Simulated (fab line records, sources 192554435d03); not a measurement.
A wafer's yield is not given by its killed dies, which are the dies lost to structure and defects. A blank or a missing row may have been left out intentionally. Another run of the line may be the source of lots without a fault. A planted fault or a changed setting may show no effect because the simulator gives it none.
Chamber matching ; flow n5 finfet ; N5_BEOL_M0_SAQP_MANDREL2_REMOVE_110 on rie si-03 has 4 sister chambers
The step chemistry HBr/Cl2/O2, target a-Si, stops on SiCN, bt time 10 s. 8 wafers are shown with their chamber, then 9 later ones without.

== WAFERS WITH THEIR CHAMBER ==
wafer;chamber;oes_o_777_au (a.u.);drypump motor current A (A)
L080.4;1;1.00;5.6
L081.1;1;0.99;5.6
L081.6;0;1.05;5.9
L088.1;0;1.05;6.0
L088.5;2;1.03;5.2
L091.2;3;0.97;5.6
L091.5;3;0.97;5.6
L091.6;2;1.02;5.2

== WAFERS MISSING THEIR CHAMBER ==
wafer;oes_o_777_au (a.u.);drypump motor current A (A)
L092.1;1.00;5.6
L092.2;0.97;5.6
L092.4;0.97;5.6
L095.2;1.05;6.0
L095.5;1.00;5.6
L095.6;1.05;6.0
L096.4;1.01;5.2
L096.5;1.06;6.0
L096.6;1.00;5.5

== EACH ONE'S CHAMBER ==
wafer;from the rows above;in truth
L092.1;1;1
L092.2;3;3
L092.4;3;3
L095.2;0;0
L095.5;1;1
L095.6;0;0
L096.4;2;2
L096.5;0;0
L096.6;1;1
Correctly placed: 9 of 9. Number that these rows cannot place: 0. Number placed wrongly: 0.
How it was worked out, from the rows above alone: a wafer's distance from a chamber is the root of the sum, over the readings, of the square of ((its reading less the chamber's mean) divided by the reading's scatter). If the next closest chamber is less than 2 further off than the closest, the wafer can't be placed; otherwise it belongs to the closest. For every chamber, the mean is computed from those of its wafers that are shown. The scatter is the square root of a quotient: the sum, over the shown wafers, of each reading's squared deviation from its chamber's mean, divided by wafers minus chambers.
